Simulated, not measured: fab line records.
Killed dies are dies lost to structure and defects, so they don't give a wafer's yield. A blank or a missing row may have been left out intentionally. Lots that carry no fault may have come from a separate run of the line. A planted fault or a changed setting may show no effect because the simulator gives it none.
Struck lot and sound lot, side by side    flow n5 finfet    37 out of 1938 route steps
Sound: these wafers, L997.1, L997.3. Struck: wafers L989.2, L989.3, L989.6. The cause is named last.
Each step with rows lists, per side, the tool, then ch with its chambers, then its first start. Under that, the readings that differ: sound wafers    struck wafers    difference of the means    sigmas: that difference in standard deviations of wafers without a fault.
alike: a reading whose means differ by less than 2 such deviations, as well as words and numbers matching on both sides. not compared: withheld readings; readings where some wafer has no value; bounds like >300 that might hide an equal value; numbers whose values overlap and for which the record gives no deviation.
Wherever a step has rows on one side only, a row that says differs or no value, or a row with sigmas, the two part there. Non-overlapping numbers with no deviation appear without sigmas and do not part them. A reading missing from all wafers of one side parts the sides only when that side holds two or more wafers.

first, 9 steps without rows for these wafers: N5_BEOL_M4_ANNEAL_95 (time 240 s); N5_BEOL_M4_SPUTTER_96 (material Cu, target thk 4.5 nm, time 8.29 s); N5_BEOL_M4_ECD_50 (material Cu, target thk 300 nm); N5_BEOL_M4_ANNEAL_51 (time 90 s); N5_BEOL_M4_CMP_52 (polishes, stops on SiOC, t overpolish 6.8 s, target thk 40 nm); N5_BEOL_M4_PRE_CLEAN_60 (time 15 s); N5_BEOL_M4_CO_CAP_55 (material Co, precursor CCTBA/H2, target thk 2 nm, time 102.1 s); N5_BEOL_M4_PRE_CLEAN_56 (time 15 s); N5_BEOL_M4_DEP_57 (deposits SiCN from 3MS/NH3, target thk 8 nm, time 14 s).
N5_BEOL_M4_RC_MEAS_101:
  sound on prober-02 ch 0, day 12 02:11; struck on prober-01 ch 0, day 10 02:35
  alike: DIBL_N, DIBL_P, IOFF_N, IOFF_P, ION_N, ION_P, SS_N, SS_P, VT_N, VT_P
then, 24 steps without rows for these wafers: N5_BEOL_M5_ILD_DEP_00 (deposits SiCOH lowk from DEMS/porogen, target thk 140.64 nm, time 25.9 s); N5_BEOL_M5_CURE_79 (cures SiCOH lowk, time 240 s); N5_BEOL_M5_PECVD_70 (deposits SiO2 from TEOS/O2, target thk 16 nm, time 18 s); N5_BEOL_M5_HM_DEP_02 (deposits TiN, target thk 20 nm); N5_BEOL_M5_COAT_59 (time 60 s, resist thk 60 nm); N5_BEOL_M5_COAT_60 (time 60 s, resist thk 12 nm); N5_BEOL_M5_COAT_71 (time 60 s, resist thk 5 nm); N5_BEOL_M5_COAT_05 (resist thk 30 nm); N5_BEOL_M5_EBR_07; N5_BEOL_M5_SOFTBAKE_06 (time 60 s); N5_BEOL_M5_EXPOSE_08 (exposes mask M5, target cd 28 nm); N5_BEOL_M5_PEB_09 (peb time 60 s); N5_BEOL_M5_DEVELOP_10 (develop time 30 s); N5_BEOL_M5_DESCUM_16 (chemistry O2, time 7 s); N5_BEOL_M5_ETCH_72 (etches underlayer in N2/H2, target depth 6.5 nm, time 5.2 s); N5_BEOL_M5_ETCH_61 (etches SiARC in CF4, target depth 15.6 nm, time 26 s); N5_BEOL_M5_ETCH_62 (etches SOC in N2/H2, target depth 75 nm, overetch 15 nm, time 112.5 s); N5_BEOL_M5_STRIP_63 (strips in N2/H2); N5_BEOL_M5_STRIP_73 (strips in N2/H2); N5_BEOL_M5_STRIP_64 (strips in CF4); N5_BEOL_M5_HM_OPEN_17 (chemistry Cl2/BCl3, target TiN, target depth 20 nm, overetch 6 nm); N5_BEOL_M5_STRIP_19 (strips in O2); N5_BEOL_M5_COAT_65 (time 60 s, resist thk 60 nm); N5_BEOL_M5_COAT_66 (time 60 s, resist thk 12 nm).
N5_BEOL_M6_ILD_DEP_00: deposits SiCOH lowk from DEMS/porogen, target thk 179.75 nm, time 33.4 s.
  sound on pecvd-04 ch 1,2, day 12 14:16; struck on pecvd-01 ch 1,2, day 10 15:58
  no value came back on the struck wafers for any of 7 readings (chamber pressure Torr (Torr), heater power outer w (W) and others); on the sound wafers chamber pressure Torr (Torr) reads 4.987 5.005
N5_BEOL_M6_OCD_MEAS_38:
  sound: ocd-01 at day 12 17:43; struck: ocd-01 at day 10 21:07
reading               sound      struck  difference                     sigmas
trench depth nm (nm)  94.3 93.6  - - -   no value on the struck wafers  
-- the record jumps here: 3 days lie between the struck wafers' starts before and after (it left off in module BEOL_M6 and takes up again in module PASSIVATION, whose first step shown is number 1936 of the route) --
N5_PASSIVATION_PROBE_49:
  record: rows for the struck wafers here (prober-02, day 14 00:12), none for the sound ones

WHERE THEY PART
At N5_BEOL_M6_ILD_DEP_00 first; at N5_PASSIVATION_PROBE_49 last (within this record only).

WHY: whatever the simulator had introduced
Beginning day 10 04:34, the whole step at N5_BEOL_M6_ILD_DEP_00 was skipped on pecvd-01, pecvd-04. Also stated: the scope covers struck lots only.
